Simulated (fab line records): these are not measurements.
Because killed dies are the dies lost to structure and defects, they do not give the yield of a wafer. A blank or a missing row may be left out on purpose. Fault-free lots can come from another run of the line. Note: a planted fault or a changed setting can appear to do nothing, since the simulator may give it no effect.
Chamber matching ; flow n5Finfet ; N5_SDB_ETCH_18 on rieDiel-01: 4 sister chambers
The step etches SOC in N2/H2, target depth 100 nm, overetch 20 nm, time 150 s. 22 wafers are shown with their chamber, then 11 later ones without.

== WAFERS, EACH WITH ITS CHAMBER ==
wafer;chamber;drypumpMotorCurrentA (A);throttleValvePct (%);showerheadPlenumPTorr (Torr)
L075.1;1;6.1;18.09;2.55
L075.4;0;5.5;17.54;2.59
L075.5;3;5.3;17.79;2.54
L076.2;0;5.5;17.56;2.59
L076.3;3;5.3;17.80;2.54
L076.6;3;5.3;17.79;2.54
L080.2;1;6.1;18.10;2.55
L080.3;3;5.3;17.80;2.54
L080.4;0;5.4;17.56;2.58
L083.3;3;5.3;17.84;2.54
L083.4;0;5.5;17.58;2.58
L083.5;0;5.5;17.58;2.58
L086.1;2;6.4;17.70;2.62
L086.2;0;5.4;17.59;2.58
L086.5;2;6.4;17.71;2.62
L087.2;0;5.5;17.59;2.58
L087.4;1;6.1;18.12;2.54
L087.6;1;6.1;18.13;2.54
L088.1;2;6.3;17.72;2.61
L088.5;0;5.4;17.59;2.58
L088.6;3;5.3;17.83;2.53
L092.1;3;5.3;17.86;2.53

SIGNATURES (averages over the wafers above)
reading;chamber 0;chamber 1;chamber 2;chamber 3;scatter within a chamber
drypumpMotorCurrentA;5.463;6.100;6.367;5.300;0.0376
throttleValvePct;17.5738;18.1100;17.7100;17.8157;0.0213
showerheadPlenumPTorr;2.5825;2.5450;2.6167;2.5371;0.00505
Rule: distance of a wafer from a chamber = root of the sum over the readings of ((wafer's reading minus chamber's mean) / reading's scatter) squared. The wafer belongs to the nearest chamber; if the next one is less than 2 further off, it can't be placed. How the scatter is found: for the shown wafers, subtract from each reading the mean of its chamber, square and add these, divide the total by (wafers less chambers), then take the root.

== WAFERS WHOSE CHAMBER IS MISSING ==
wafer;drypumpMotorCurrentA (A);throttleValvePct (%);showerheadPlenumPTorr (Torr)
L092.2;6.3;17.73;2.61
L092.4;5.4;17.61;2.57
L093.1;5.5;17.62;2.57
L093.3;6.1;18.16;2.54
L093.4;6.4;17.72;2.61
L094.1;5.3;17.85;2.53
L094.3;6.1;18.17;2.53
L094.6;5.5;17.62;2.57
L096.1;5.3;17.87;2.53
L096.4;6.1;18.15;2.53
L096.5;6.1;18.17;2.53

== THE CHAMBER EACH PASSED THROUGH ==
wafer;from the rows above;in truth
L092.2;2;2
L092.4;0;0
L093.1;0;0
L093.3;1;1
L093.4;2;2
L094.1;3;3
L094.3;1;1
L094.6;0;0
L096.1;3;3
L096.4;1;1
L096.5;1;1
Correctly placed: 11 of 11. Not placeable from these rows: 0. Number placed wrongly: 0.
